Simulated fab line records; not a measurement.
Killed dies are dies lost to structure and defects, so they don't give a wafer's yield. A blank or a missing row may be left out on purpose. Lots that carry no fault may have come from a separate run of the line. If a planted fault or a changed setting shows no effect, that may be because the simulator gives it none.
Chamber matching ; flow nand_harc ; NHARC_A_M0_DESCUM_14 on rie_diel-03 has 4 sister chambers
The step chemistry O2, time 3 s. 4 wafers are shown with their chamber, then 10 later ones without.

## WAFERS PAIRED WITH THEIR CHAMBERS
wafer;chamber;drypump_motor_current_A (A)
L082.2;3;5.6
L084.6;2;6.0
L088.3;0;5.5
L088.4;1;6.0

## WAFERS WITHOUT THEIR CHAMBER
wafer;drypump_motor_current_A (A)
L088.6;6.0
L091.2;6.0
L091.3;5.5
L091.6;5.5
L093.2;6.0
L093.3;5.7
L093.4;6.1
L095.1;6.0
L095.2;5.7
L095.5;5.9

## EACH ONE'S CHAMBER
wafer;from the rows above;in truth
L088.6;can't be placed: 1 or 2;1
L091.2;can't be placed: 1 or 2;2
L091.3;can't be placed: 0 or 3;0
L091.6;can't be placed: 0 or 3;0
L093.2;can't be placed: 1 or 2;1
L093.3;can't be placed: 3 or 0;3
L093.4;can't be placed: 1 or 2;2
L095.1;can't be placed: 1 or 2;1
L095.2;can't be placed: 3 or 0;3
L095.5;can't be placed: 1 or 2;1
0 of 10 placed correctly. Cannot be placed on the basis of these rows: 10; the candidates contain the true chamber in 10. Placed wrongly: 0.
How it was worked out, from the rows above alone: a wafer's distance from a chamber is the root of the sum, over the readings, of the square of ((its reading less the chamber's mean) divided by the reading's scatter). The wafer belongs to the nearest chamber; if the next one is less than 2 further off, it can't be placed. A chamber's mean is the mean of its shown wafers. The scatter: with one shown wafer a chamber, the root of the mean of the squares of how far each hidden wafer lies from its nearest shown one.
